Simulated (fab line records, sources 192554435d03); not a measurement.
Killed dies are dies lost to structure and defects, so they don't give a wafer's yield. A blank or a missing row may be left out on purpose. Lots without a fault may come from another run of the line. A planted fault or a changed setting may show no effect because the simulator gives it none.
A struck lot beside a sound one | flow n5_finfet | 19 steps out of a route of 1938
Sound: wafers L509.1, L509.3, L509.6. Struck: wafers L520.1, L520.5. The cause comes at the end.
At each step with rows: each side's tool, then ch and its chambers, then its first start. Under that, the readings that differ: sound wafers | struck wafers | difference of the means | sigmas: that difference in standard deviations of wafers without a fault.
alike: readings whose means differ by less than 2 such deviations, and words and numbers that are the same on both sides. not compared: withheld readings, readings that some wafer has no value for, bounds like >300 that may hide the same value, and numbers for which the record gives no deviation and whose values overlap.
The two part at a step that has a row with sigmas, a row that says differs or no value, or rows on one side only. Numbers that don't overlap but have no deviation are shown without sigmas and don't part them. A reading that every wafer of one side lacks parts them only if that side has two wafers or more.

first, 9 steps without rows for these wafers: N5_SD_EPI_P_COAT_35 (time 60 s, resist thk 35 nm); N5_SD_EPI_P_COAT_03 (resist thk 150 nm); N5_SD_EPI_P_EBR_05; N5_SD_EPI_P_SOFTBAKE_04 (time 60 s); N5_SD_EPI_P_EXPOSE_06 (exposes mask SD P BLK, target cd 240 nm); N5_SD_EPI_P_PEB_07 (peb time 60 s); N5_SD_EPI_P_DEVELOP_08 (develop time 30 s); N5_SD_EPI_P_DESCUM_14 (chemistry O2, time 7.9 s); N5_SD_EPI_P_ETCH_36 (etches SiARC in CF4, target depth 45.5 nm, time 75.8 s).
N5_SD_EPI_P_ETCH_37: etches SOC in N2/H2, overetch 108 nm, time 486 s.
  sound on rie_diel-02 ch 0,1,2, day 3 20:10; struck on rie_diel-02 ch 2,3, day 6 18:05
  reading                                     | sound             | struck      | difference | sigmas
  model.SD_EPI_P.cd_nm (nm)                   | 239.6 242.4 241.6 | 251.2 249.2 | +9.0       |
  model.SiARC_of_SD_EPI_P_COAT_35.thk_nm (nm) | 20.2 20 20        | 11 12       | -9         |
  alike: drypump_motor_current_A, oes_product_au, rf_vpp_V, showerhead_plenum_p_Torr, throttle_valve_pct
  not compared: rf_hours_counter_h
then, 3 steps without rows for these wafers: N5_SD_EPI_P_STRIP_38 (strips in N2/H2); N5_SD_EPI_P_ETCHBACK_46 (etches SiNx in CH3F/O2, stops on SiO2, target depth 17.5 nm); N5_SD_EPI_P_ETCH_47 (etches SiOCN in CH3F/O2, target depth 25 nm).
N5_SD_EPI_P_ETCH_16: etches SiO2 in CHF3/O2, target depth 5 nm.
  sound on rie_diel-02 ch 0,1,2, day 3 20:42; struck on rie_diel-02 ch 2,3, day 6 18:37
  reading                                     | sound          | struck  | difference | sigmas
  model.SiARC_of_SD_EPI_P_COAT_35.thk_nm (nm) | 12.2 11.8 11.8 | 2.8 4.2 | -8.4       |
  alike: drypump_motor_current_A, oes_ar_750_au, oes_product_au, rf_vpp_V, showerhead_plenum_p_Torr, throttle_valve_pct
  not compared: rf_hours_counter_h
then, 1 step without rows for these wafers: N5_SD_EPI_P_STRIP_50 (strips in CHF3/O2).
N5_SD_EPI_P_SD_RECESS_17: chemistry HBr/Cl2/O2, target depth 39.1 nm, bt time 3 s.
  sound on rie_si-01 ch 1,2, day 3 20:46; struck on rie_si-01 ch 3, day 6 18:41
  reading                   | sound             | struck      | difference | sigmas
  oes_product_au (a.u.)     | 0.975 1.021 1.015 | 0.974 0.970 | -0.032     | -2
  throttle_valve_pct (%)    | 37.08 36.97 36.95 | 37.50 37.52 | +0.51      | +3
  model.SD_EPI_P.cd_nm (nm) | 239.6 242.4 241.6 | 251.2 249.2 | +9.0       |
  alike: drypump_motor_current_A
  not compared: rf_hours_counter_h
then, 1 step without rows for these wafers: N5_SD_EPI_P_WET_ETCH_45 (etches SiO2 in dHF, time 10.7 s, target depth 2 nm, rinse time 30 s).
-- the record jumps here: 5 days lie between the struck wafers' starts before and after (it left off in module SD_EPI_P and takes up again in module BEOL_M4, whose first step shown is number 1111 of the route) --
N5_BEOL_M4_RC_MEAS_101:
  sound on prober-01 ch 0, day 8 18:39; struck on prober-01 ch 0, day 11 07:37
  reading        | sound             | struck      | difference | sigmas
  DIBL_P (mV/V)  | 35.6 37.4 37.0    | 32.3 34.0   | -3.5       | -2
  IOFF_N (nA/um) | 0.161 0.202 0.201 | 0.129 0.154 | -0.046     | -2
  IOFF_P (nA/um) | 0.217 0.257 0.250 | 0.159 0.178 | -0.073     | -3
  VT_N (mV)      | 246.7 246.3 248.6 | 253.5 252.0 | +5.6       | +2
  VT_P (mV)      | -247 -248 -248    | -258 -256   | -9         | -3
  alike: DIBL_N, ION_N, ION_P, SS_N, SS_P
N5_PASSIVATION_PROBE_49:
  the record has rows for the sound wafers here (prober-02, day 13 09:17) and none for the struck ones

WHERE THEY PART
First at N5_SD_EPI_P_SD_RECESS_17; last, within this record, at N5_PASSIVATION_PROBE_49.

WHY: what the simulator had put in
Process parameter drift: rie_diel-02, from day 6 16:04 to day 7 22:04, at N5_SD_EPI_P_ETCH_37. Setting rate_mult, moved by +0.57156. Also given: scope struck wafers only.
